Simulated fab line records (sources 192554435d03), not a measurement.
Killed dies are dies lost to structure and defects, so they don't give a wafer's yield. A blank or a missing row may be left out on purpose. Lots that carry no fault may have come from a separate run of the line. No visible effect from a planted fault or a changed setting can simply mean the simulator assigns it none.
Matching of chambers + flow n5-finfet + N5_FIN_SAQP_ETCH_64 on rie-si-01: 4 sister chambers
The step etches SiO2 in CF4, target depth 1.5 nm. 8 wafers are shown with their chamber, then 7 later ones without.

## EACH WAFER AND ITS CHAMBER
| wafer  | chamber | throttle-valve-pct (%) | drypump-motor-current-A (A) |
|--------|---------|------------------------|-----------------------------|
| L079.3 | 1       | 21.94                  | 6.3                         |
| L079.5 | 2       | 21.98                  | 5.5                         |
| L083.3 | 0       | 21.88                  | 5.1                         |
| L087.3 | 1       | 21.94                  | 6.3                         |
| L087.4 | 3       | 22.40                  | 5.9                         |
| L087.5 | 3       | 22.41                  | 5.9                         |
| L088.1 | 2       | 21.99                  | 5.4                         |
| L088.3 | 0       | 21.88                  | 5.1                         |

## WAFERS WITHOUT THEIR CHAMBER
| wafer  | throttle-valve-pct (%) | drypump-motor-current-A (A) |
|--------|------------------------|-----------------------------|
| L088.5 | 22.39                  | 6.0                         |
| L089.1 | 22.40                  | 6.0                         |
| L089.5 | 21.99                  | 5.4                         |
| L089.6 | 22.40                  | 6.0                         |
| L094.1 | 22.41                  | 6.0                         |
| L094.2 | 21.85                  | 5.1                         |
| L094.3 | 21.99                  | 5.4                         |

## EACH ONE'S CHAMBER
| wafer  | from the rows above | in truth |
|--------|---------------------|----------|
| L088.5 | 3                   | 3        |
| L089.1 | 3                   | 3        |
| L089.5 | 2                   | 2        |
| L089.6 | 3                   | 3        |
| L094.1 | 3                   | 3        |
| L094.2 | 0                   | 0        |
| L094.3 | 2                   | 2        |
Placed correctly: 7 of 7. Number that these rows cannot place: 0. Placed wrongly: 0.
How it was worked out, from the rows above alone: a wafer's distance from a chamber is the root of the sum, over the readings, of the square of ((its reading less the chamber's mean) divided by the reading's scatter). The wafer belongs to the nearest chamber; if the next one is less than 2 further off, it can't be placed. For every chamber, the mean is computed from those of its wafers that are shown. How the scatter is found: for the shown wafers, subtract from each reading the mean of its chamber, square and add these, divide the total by (wafers less chambers), then take the root.
